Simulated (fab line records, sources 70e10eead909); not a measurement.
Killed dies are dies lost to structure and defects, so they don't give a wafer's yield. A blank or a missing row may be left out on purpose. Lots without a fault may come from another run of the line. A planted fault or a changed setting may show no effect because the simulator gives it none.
fab line records | flow nand_harc | part 2 of 2: steps 24 to 32 of 32
record lots=5 wafers=15 last_day=29
route steps=1302 shown A_WL_FILL@956 A_CONTACT@983
lots that met no fault: from a run of the same line without faults
start_h: hours from the record's first day to the start of the lot's first wafer shown | wait_h: hours since the lot's step before | " the same as in the row above | L1.1+2: a row that stands for several wafers | - no value, or no start given | * or withheld: withheld | < > ~ a bound
route shown NAME@n: a module of which the file shows steps, and the number in the route of the first | usual: mean/standard deviation of fault-free wafers | same: alike in all rows | chamber/n: place in a boat | sites: the reading at each site | _std_site: their standard deviation | _edge_site: outer sites' mean less inner sites' | radius_mm: how far each site lies from the wafer's centre | mask NAME#n: copy n | behind: the tool/chamber that last shaped the wafer | hold: why the lot was held/for how many hours/how that ended | device: the transistor (n, p or np) that didn't switch | end of line: the same wafers' tests at the end of the route | a step without rows: its recipe alone | killed: dies lost to structure and defects at the first sort, not the wafer's yield | map: a wafer's dies, x killed, . not, _ none there
set.NAME: the setting as run; set.NAME@STEP: as run at that earlier step | model.NAME: the simulator's own value behind a step, which no gauge read
lots at some steps of the route; a table a step, a row a wafer
services: from which hour (start_h, from the record's first day; less than 0 if before it) a tool's chamber was out of use, for how many hours, and why
## steps
# step NHARC_A_CONTACT_DEP_24
# recipe target_thk_a=5000 temp_c=400 pressure_torr=6.5 rf_w=900 teos_flow_sccm=161.4 flow_sccm=2650 target_thk_nm=500 gas=O2 material=SiO2
# usual chamber_pressure_Torr=6.499/0.015 heater_power_w=550/98 throttle_valve_pct=16.0/0.41
# columns lot.wafer tool chamber start_h wait_h chamber_pressure_Torr heater_power_w throttle_valve_pct
L075.2 pecvd-02 1 477.07 0.1 6.501 633 15.7
L075.3 " 0 " " 6.509 475 16.0
L075.4 " 2 " " 6.502 565 15.8
L074.3 pecvd-04 1 480.58 0.1 6.512 676 16.4
L074.2 " 0 " " 6.511 605 15.4
L074.6 " 0 " " 6.497 466 15.4
L076.1 pecvd-02 1 498.05 0.1 6.490 544 16.0
L076.6 " 0 " " 6.518 357 15.9
L076.5 " 1 " " 6.513 595 15.8
L080.1 pecvd-03 2 571.54 0.1 6.493 534 15.5
L080.2 " 0 " " 6.498 431 15.9
L080.3 " 1 " " 6.485 595 15.9
L085.1 pecvd-02 2 603.18 0.4 6.486 571 15.7
L085.5 " 0 " " 6.497 454 16.2
L085.6 " 1 " " 6.502 572 15.0
# step NHARC_A_CONTACT_DEP_28
# recipe target_thk_a=70000 temp_c=400 material=aC
# usual throttle_valve_pct=35.001/0.0083
# columns lot.wafer tool chamber start_h wait_h throttle_valve_pct
L075.2 acl_dep-02 0 478.39 0.8 35.005
L075.3 " 0 " " 35.000
L075.4 " 0 " " 35.003
L074.2 acl_dep-01 0 486.35 5.2 35.004
L074.3 " 0 " " 35.020
L074.6 " 0 489.22 8.1 35.005
L076.1 acl_dep-01 0 501.26 2.7 34.988
L076.5 " 0 504.07 5.5 34.999
L076.6 " 0 " " 35.014
L080.1 acl_dep-01 0 572.14 0.1 35.006
L080.2 " 0 " " 35.001
L080.3 " 0 " " 34.997
L085.1 acl_dep-03 0 607.09 3.4 35.009
L085.5 " 0 609.91 6.2 34.992
L085.6 " 0 " " 35.012
# step NHARC_A_CONTACT_DEP_29
# recipe target_thk_a=1000 target_thk_nm=100 temp_c=400 pressure_torr=3.5 flow_sccm=200 rf_w=350 material=SiON
# usual chamber_pressure_Torr=3.499/0.0075 heater_power_w=737/96
# columns lot.wafer tool chamber start_h wait_h chamber_pressure_Torr heater_power_w
L075.3 pecvd-03 0 482.05 2.2 3.508 557
L075.2 " 1 " " 3.502 730
L075.4 " 2 " " 3.494 811
L074.3 pecvd-04 0 489.98 2.2 3.512 789
L074.2 " 1 " " 3.510 909
L074.6 " 2 " " 3.502 768
L076.1 pecvd-02 1 505.53 3.6 3.492 876
L076.6 " 0 " " 3.491 640
L076.5 " 1 " " 3.515 878
L080.2 pecvd-04 2 576.39 2.8 3.508 653
L080.3 " 0 " " 3.502 776
L080.1 " 1 " " 3.487 905
L085.1 pecvd-04 2 611.38 3.6 3.513 688
L085.5 " 1 " " 3.498 850
L085.6 " 2 " " 3.491 697
# step NHARC_A_CONTACT_DEHYDRATE_32
# recipe temp_c=150 time_s=120
# usual exhaust_pa=44.9/0.95 heater_power_total_W=182.8/1.2 plate_temp_C=150.00/0.13
# same time_s=120
# columns lot.wafer tool chamber start_h wait_h exhaust_pa heater_power_total_W plate_temp_C
L075.2 litho_track-04 0 482.32 0.2 43.9 183.4 149.92
L075.3 " 0 " " 44.4 183.9 149.86
L075.4 " 0 " " 45.6 181.6 150.24
L074.2 litho_track-01 0 490.22 0.2 46.3 184.1 149.99
L074.3 " 0 " " 46.7 184.2 149.91
L074.6 " 0 " " 45.2 181.2 149.85
L076.1 litho_track-06 0 505.77 0.2 46.1 183.7 150.04
L076.5 " 0 " " 46.4 184.7 150.02
L076.6 " 0 " " 47.0 181.7 149.79
L080.1 litho_track-04 0 576.65 0.2 46.6 184.0 149.82
L080.2 " 0 " " 46.5 183.2 149.98
L080.3 " 0 " " 45.5 181.5 149.89
L085.1 litho_track-06 0 611.62 0.2 42.9 182.7 149.88
L085.5 " 0 " " 43.1 183.2 150.01
L085.6 " 0 " " 44.0 181.4 150.06
# step NHARC_A_CONTACT_HMDS_33
# recipe time_s=30
# usual exhaust_pa=44.9/0.92
# same time_s=30
# columns lot.wafer tool chamber start_h wait_h exhaust_pa
L075.2 litho_track-04 0 - - 45.2
L075.3 " 0 " " 44.2
L075.4 " 0 " " 44.8
L074.2 litho_track-01 0 - - 44.7
L074.3 " 0 " " 45.6
L074.6 " 0 " " 45.2
L076.1 litho_track-06 0 - - 45.3
L076.5 " 0 " " 46.6
L076.6 " 0 " " 43.6
L080.1 litho_track-04 0 - - 44.7
L080.2 " 0 " " 44.8
L080.3 " 0 " " 44.7
L085.1 litho_track-06 0 - - 45.1
L085.5 " 0 " " 46.2
L085.6 " 0 " " 45.4
# step NHARC_A_CONTACT_COAT_34
# recipe temp_c=260 time_s=75
# usual exhaust_pa=45.2/0.87 heater_power_total_W=486.9/1.6 plate_temp_C=259.99/0.15
# same time_s=75
# columns lot.wafer tool chamber start_h wait_h exhaust_pa heater_power_total_W plate_temp_C
L075.2 litho_track-04 0 - - 43.7 488.2 259.95
L075.3 " 0 " " 45.5 486.7 260.24
L075.4 " 0 " " 45.6 487.1 259.81
L074.2 litho_track-01 0 - - 45.6 486.7 260.12
L074.3 " 0 " " 44.8 487.5 259.93
L074.6 " 0 " " 45.6 488.6 259.76
L076.1 litho_track-06 0 - - 43.9 484.5 260.13
L076.5 " 0 " " 44.1 486.8 259.98
L076.6 " 0 " " 45.1 486.7 259.91
L080.1 litho_track-04 0 - - 43.5 484.6 259.85
L080.2 " 0 " " 44.6 485.0 259.99
L080.3 " 0 " " 44.9 487.6 259.97
L085.1 litho_track-06 0 - - 44.4 488.1 260.01
L085.5 " 0 " " 44.1 488.8 259.85
L085.6 " 0 " " 45.4 484.6 260.09
# step NHARC_A_CONTACT_COAT_35
# recipe temp_c=225 time_s=65
# usual exhaust_pa=45.1/0.76 heater_power_total_W=446.7/2.1 plate_temp_C=225.02/0.16
# same time_s=65
# columns lot.wafer tool chamber start_h wait_h exhaust_pa heater_power_total_W plate_temp_C
L075.2 litho_track-04 0 - - 46.3 448.4 224.81
L075.3 " 0 " " 45.4 449.4 224.94
L075.4 " 0 " " 45.6 447.9 225.05
L074.2 litho_track-01 0 - - 43.7 445.1 225.33
L074.3 " 0 " " 43.7 445.4 225.21
L074.6 " 0 " " 44.0 445.0 225.07
L076.1 litho_track-06 0 - - 45.6 443.9 224.80
L076.5 " 0 " " 45.6 446.1 225.03
L076.6 " 0 " " 45.4 448.2 224.73
L080.1 litho_track-04 0 - - 46.1 449.6 225.03
L080.2 " 0 " " 44.7 449.6 225.14
L080.3 " 0 " " 45.6 444.0 225.09
L085.1 litho_track-06 0 - - 45.7 446.9 224.93
L085.5 " 0 " " 46.2 449.4 224.73
L085.6 " 0 " " 46.0 443.9 225.22
# step NHARC_A_CONTACT_COAT_36
# recipe spin_rpm=1500 resist_thk_nm=90
# usual dispense_pressure_kPa=49.6/2 exhaust_pa=45.1/0.94 spin_speed_rpm=1499.9/0.9
# columns lot.wafer tool chamber start_h wait_h dispense_pressure_kPa exhaust_pa spin_speed_rpm
L075.2 litho_track-04 0 - - 47.4 44.8 1499.8
L075.3 " 0 " " 47.4 45.5 1500.8
L075.4 " 0 " " 47.4 44.6 1498.4
L074.2 litho_track-01 0 - - 51.8 45.4 1499.7
L074.3 " 0 " " 51.7 44.2 1499.5
L074.6 " 0 " " 51.7 45.3 1499.2
L076.1 litho_track-06 0 - - 50.6 45.5 1499.3
L076.5 " 0 " " 50.7 45.0 1499.8
L076.6 " 0 " " 50.7 44.3 1499.9
L080.1 litho_track-04 0 - - 47.4 45.3 1501.7
L080.2 " 0 " " 47.4 46.8 1500.1
L080.3 " 0 " " 47.4 45.5 1499.0
L085.1 litho_track-06 0 - - 50.7 46.5 1499.9
L085.5 " 0 " " 50.7 46.0 1500.8
L085.6 " 0 " " 50.6 44.6 1500.3
# step NHARC_A_CONTACT_SOFTBAKE_37
# recipe temp_c=105 time_s=55
# usual exhaust_pa=45.2/0.92 heater_power_total_W=188.47/0.14 plate_temp_C=104.98/0.13
# same time_s=55
# columns lot.wafer tool chamber start_h wait_h exhaust_pa heater_power_total_W plate_temp_C
L075.2 litho_track-04 0 - - 45.0 188.41 105.09
L075.3 " 0 " " 44.2 188.30 105.17
L075.4 " 0 " " 44.6 188.33 104.96
L074.2 litho_track-01 0 - - 45.6 188.74 104.85
L074.3 " 0 " " 45.7 188.33 104.97
L074.6 " 0 " " 44.4 188.73 104.92
L076.1 litho_track-06 0 - - 45.4 188.36 104.74
L076.5 " 0 " " 45.0 188.32 105.01
L076.6 " 0 " " 45.8 188.60 104.80
L080.1 litho_track-04 0 - - 46.7 188.48 105.22
L080.2 " 0 " " 45.8 188.79 104.99
L080.3 " 0 " " 46.2 188.59 105.13
L085.1 litho_track-06 0 - - 46.1 188.54 104.85
L085.5 " 0 " " 45.9 188.42 105.06
L085.6 " 0 " " 46.0 188.79 104.93
## services
# columns tool chamber start_h hours kind
wet_bench-05 - 436.80 8.0 pm
ald_hk-04 - 439.42 10.0 pm
rie_diel-12 - 445.44 9.0 pm
cvd_w-02 - 450.00 13.0 pm
wet_bench-01 - 453.74 8.0 pm
rie_metal-02 - 454.00 9.0 pm
pecvd-04 - 457.10 13.0 pm
pecvd-02 2 464.17 6.2 repair
rie_metal-02 0 502.58 12.5 repair
litho_track-01 - 505.00 7.0 pm
pecvd-02 0 510.27 3.6 repair
wet_bench-07 - 512.04 8.0 pm
ald_metal-01 - 514.46 0.9 repair
rie_metal-03 - 519.04 9.0 pm
litho_track-06 - 529.00 7.0 pm
rie_diel-12 3 546.12 16.8 repair
cvd_w-01 - 547.00 13.0 pm
litho_track-04 - 553.00 7.0 pm
pecvd-02 1 559.37 4.9 repair
pecvd-02 - 572.78 1.7 repair
rie_metal-01 - 575.00 9.0 pm
rie_metal-03 1 579.61 77.7 repair
rie_metal-03 - 587.34 2.9 repair
pecvd-02 - 590.01 13.0 pm
